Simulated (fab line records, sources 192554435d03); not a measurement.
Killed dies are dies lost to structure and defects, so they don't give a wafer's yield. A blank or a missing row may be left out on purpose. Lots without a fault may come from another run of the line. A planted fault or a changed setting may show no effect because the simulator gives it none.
A struck lot beside a sound one | flow n5_finfet | 36 steps out of a route of 1938
Sound: wafers L958.1, L958.2, L958.6. Struck: wafers L956.2, L956.4, L956.5. The cause comes at the end.
At each step with rows: each side's tool, then ch and its chambers, then its first start. Under that, the readings that differ: sound wafers | struck wafers | difference of the means | sigmas: that difference in standard deviations of wafers without a fault.
alike: readings whose means differ by less than 2 such deviations, and words and numbers that are the same on both sides. not compared: withheld readings, readings that some wafer has no value for, bounds like >300 that may hide the same value, and numbers for which the record gives no deviation and whose values overlap.
The two part at a step that has a row with sigmas, a row that says differs or no value, or rows on one side only. Numbers that don't overlap but have no deviation are shown without sigmas and don't part them. A reading that every wafer of one side lacks parts them only if that side has two wafers or more.

first, 9 steps without rows for these wafers: N5_ILD0_PRECLEAN_10 (cleans in NF3:NH3, afs cycles 5, time 20 s, sublimation time 60 s); N5_ILD0_ALD_15 (deposits SiNx, target thk 24 nm, pulse time 1 s, ald cycles 480); N5_ILD0_CMP_12 (polishes SiNx, stops on poly-Si, t overpolish 6 s, target thk 17.67 nm); N5_SDB_HM_DEP_00 (deposits SiNx from SiH4/NH3/N2, target thk 40 nm, time 35.3 s); N5_SDB_COAT_03 (time 60 s, resist thk 100 nm); N5_SDB_COAT_04 (time 60 s, resist thk 18 nm); N5_SDB_COAT_05 (resist thk 90 nm); N5_SDB_EBR_07; N5_SDB_SOFTBAKE_06 (time 60 s).
N5_SDB_EXPOSE_08: exposes mask SDB.
  sound on arfi_scanner-02 ch 0, day 8 11:25; struck on arfi_scanner-01 ch 0, day 8 01:07
  reading              | sound             | struck            | difference | sigmas
  exposure_dose_mJ_cm2 | 49.58 49.58 49.64 | 46.68 46.71 46.67 | -2.91      | -52
  alike: mask, focus_offset_nm, stage_vel_mm_s
then, 2 steps without rows for these wafers: N5_SDB_PEB_09 (peb time 60 s); N5_SDB_DEVELOP_10 (develop time 30 s).
N5_SDB_CD_MEAS_11: target cd 50 nm.
  sound on cd_sem-03 ch 0, day 8 11:32; struck on cd_sem-02 ch 0, day 8 01:14
  reading    | sound          | struck         | difference | sigmas
  cd_nm (nm) | 49.8 49.1 49.4 | 44.2 46.2 45.2 | -4.2       | -5
then, 21 steps without rows for these wafers: N5_SDB_DESCUM_16 (chemistry O2, time 7.9 s); N5_SDB_ETCH_17 (etches SiARC in CF4, target depth 23.4 nm, time 39 s); N5_SDB_ETCH_18 (etches SOC in N2/H2, target depth 100 nm, overetch 20 nm, time 150 s); N5_SDB_STRIP_19 (strips in N2/H2); N5_SDB_STRIP_21 (strips in CF4); N5_SDB_HM_OPEN_20 (chemistry CH3F/O2, target SiNx, stops on poly-Si, target depth 24 nm); N5_SDB_STRIP_22 (strips in N2/H2); N5_SDB_PRECLEAN_23 (cleans in dHF, time 30 s); N5_SDB_DUMMY_REMOVE_24 (chemistry TMAH, target poly-Si, stops on SiO2, target depth 142 nm, time 57 s, rinse time 30 s); N5_SDB_ETCH_25 (etches SiO2 in C4F6/O2, target depth 10 nm, time 3.3 s); N5_SDB_CUT_ETCH_26 (etches Si in HBr/Cl2/O2, target depth 129.6 nm, bt time 20 s, time 51.8 s); N5_SDB_PRECLEAN_38 (cleans in dHF, time 10 s); N5_SDB_PRECLEAN_39 (cleans in O3/DIW, time 45 s); N5_SDB_SRD_28 (time 30 s); N5_SDB_ALD_29 (deposits SiNx, target thk 30 nm, pulse time 1 s, ald cycles 600); N5_SDB_CMP_30 (polishes, stops on poly-Si, t overpolish 1.54 s, target thk 30 nm); N5_DUMMY_REMOVAL_HM_STRIP_01 (strips SiNx in CH3F/O2, stops on poly-Si, target depth 4 nm, time 6.8 s); N5_DUMMY_REMOVAL_STRIP_10 (strips in N2/H2, time 40 s); N5_DUMMY_REMOVAL_PRECLEAN_07 (cleans in dHF, time 30 s); N5_DUMMY_REMOVAL_DUMMY_REMOVE_02 (chemistry TMAH, target poly-Si, stops on SiO2, target depth 142 nm, time 57 s, rinse time 30 s); N5_DUMMY_REMOVAL_PRECLEAN_08 (cleans in NF3:NH3, afs cycles 2, time 20 s, sublimation time 60 s).
-- the record jumps here: 7 days lie between the struck wafers' starts before and after (it left off in module DUMMY_REMOVAL and takes up again in module BEOL_M4, whose first step shown is number 1111 of the route) --
N5_BEOL_M4_RC_MEAS_101:
  sound on prober-01 ch 0, day 14 17:59; struck on prober-02 ch 0, day 14 23:02
  alike: DIBL_N, DIBL_P, IOFF_N, IOFF_P, ION_N, ION_P, SS_N, SS_P, VT_N, VT_P
-- the record jumps here: 5 days lie between the struck wafers' starts before and after (it left off in module BEOL_M4 and takes up again in module PASSIVATION, whose first step shown is number 1936 of the route) --
N5_PASSIVATION_PROBE_49:
  sound on prober-01, day 18 22:50; struck on prober-01, day 19 16:12
  alike: defect_limited_yield, killed_at_M0_to_M3, killed_at_M4_up, killed_at_contacts, killed_at_front_end, killed_at_other, killed_dies, killed_on_rim, killed_open, killed_short, sort_bin_5_function, sort_bin_6_memory, sort_n_pass, sort_yield_pct

WHERE THEY PART
First at N5_SDB_EXPOSE_08; last, within this record, at N5_SDB_CD_MEAS_11. Later steps at which nothing parts them and some readings are alike: N5_BEOL_M4_RC_MEAS_101, N5_PASSIVATION_PROBE_49.

WHY: what the simulator had put in
Process parameter drift: arfi_scanner-01, from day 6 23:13 on, at N5_SDB_EXPOSE_08. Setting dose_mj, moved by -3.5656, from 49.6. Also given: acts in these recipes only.
